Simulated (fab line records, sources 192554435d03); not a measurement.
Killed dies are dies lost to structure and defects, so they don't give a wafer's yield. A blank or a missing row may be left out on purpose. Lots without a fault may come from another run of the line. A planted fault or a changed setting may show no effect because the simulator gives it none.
Problem report in the 8D (eight disciplines) form, filled by code | flow n5_finfet | the parts of the form that need people (team, actions taken, sign-off) are left out

1. THE PROBLEM
M15_OVL at N5_BEOL_M15_OVL_MEAS_29 reads a mean of 97 nm on 6 wafers of 2 lots; wafers without a fault read -3 nm with a standard deviation of 4.8. That is +21 standard deviations from the usual mean.
First seen on wafer L473.1, day 14 18:03, on overlay-01. The record holds 29 wafers of 10 lots with a number at this step. Rule for "out", or "out of limits": more than 4 standard deviations from the usual mean. The other wafers with a number count as sound.

2. WHAT IT IS AND WHAT IT IS NOT
question                    | is                     | is not
which readings at this step | M15_OVL                | -
which lots                  | L473, L475             | L470, L476, L478, L482, L483, L484, L485, L486
which wafers of those lots  | all that have a number | -
read on which gauges        | overlay-01             | overlay-02
when                        | from day 14 18:03      | up to then (3 sound wafers); but 20 sound wafers of L476, L478, L482, L483, L484, L485, L486 came after

3. SUSPECTS, AND WHAT RULES EACH OUT
Counting: a tool at a process step up to the reading stays a suspect if it ran every lot that is out and no sound lot after the first of them.
- the gauge at N5_BEOL_M15_OVL_MEAS_29: kept. All the wafers that are out were read on overlay-01, and no step on other tools shows them out.
- rie_diel-05 at N5_BEOL_M15_ETCH_57 (etches SOC in N2/H2, time 750 s): ruled out as a lasting fault. Sound lots L484, L486 ran on it after its first lot that is out, L473 (day 14 17:15).
- krf_scanner-01 at N5_BEOL_M15_EXPOSE_25 (exposes mask M15, target cd 400 nm): kept. It ran every lot that is out, first L473 (day 14 17:51), and no sound lot after that; its last sound lot up to then is L470 (day 13 19:51).
Left after counting: krf_scanner-01 at N5_BEOL_M15_EXPOSE_25, overlay-01 at N5_BEOL_M15_OVL_MEAS_29.

4. THE CAUSE (what the simulator had put in)
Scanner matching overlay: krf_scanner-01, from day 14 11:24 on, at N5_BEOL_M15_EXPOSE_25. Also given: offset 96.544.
Counting left 2 suspects, and this tool is among them.

5. THE CHAIN OF EFFECTS, in route order
Each row: a reading whose mean over the struck wafers that have a number lies more than 3 standard deviations from the usual. Only readings for which the record gives a usual standard deviation are gone through. hours: the time from each lot's start at the first step in this table that gives one to its start at this step, as a median over the lots. sigmas: the change in usual standard deviations.
hours | step                    | reading | usual | on struck wafers | change | sigmas
0     | N5_BEOL_M15_OVL_MEAS_29 | M15_OVL | -3 nm | 97               | +100   | +21

6. WHAT WOULD HAVE CAUGHT IT SOONER
In this record the first reading out of limits at a measuring or inspecting step was taken at day 14 18:03, 7 hours after the fault began at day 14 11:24.
Of the tool readings at N5_BEOL_M15_EXPOSE_25 for which the record gives a usual standard deviation, none was out on any struck wafer, so an alarm limit of 4 standard deviations on them would not have fired.
Of the lots that are out (2), L475 began N5_BEOL_M15_EXPOSE_25 on krf_scanner-01 after day 14 18:03. A hold on the tool at that time would have spared it.
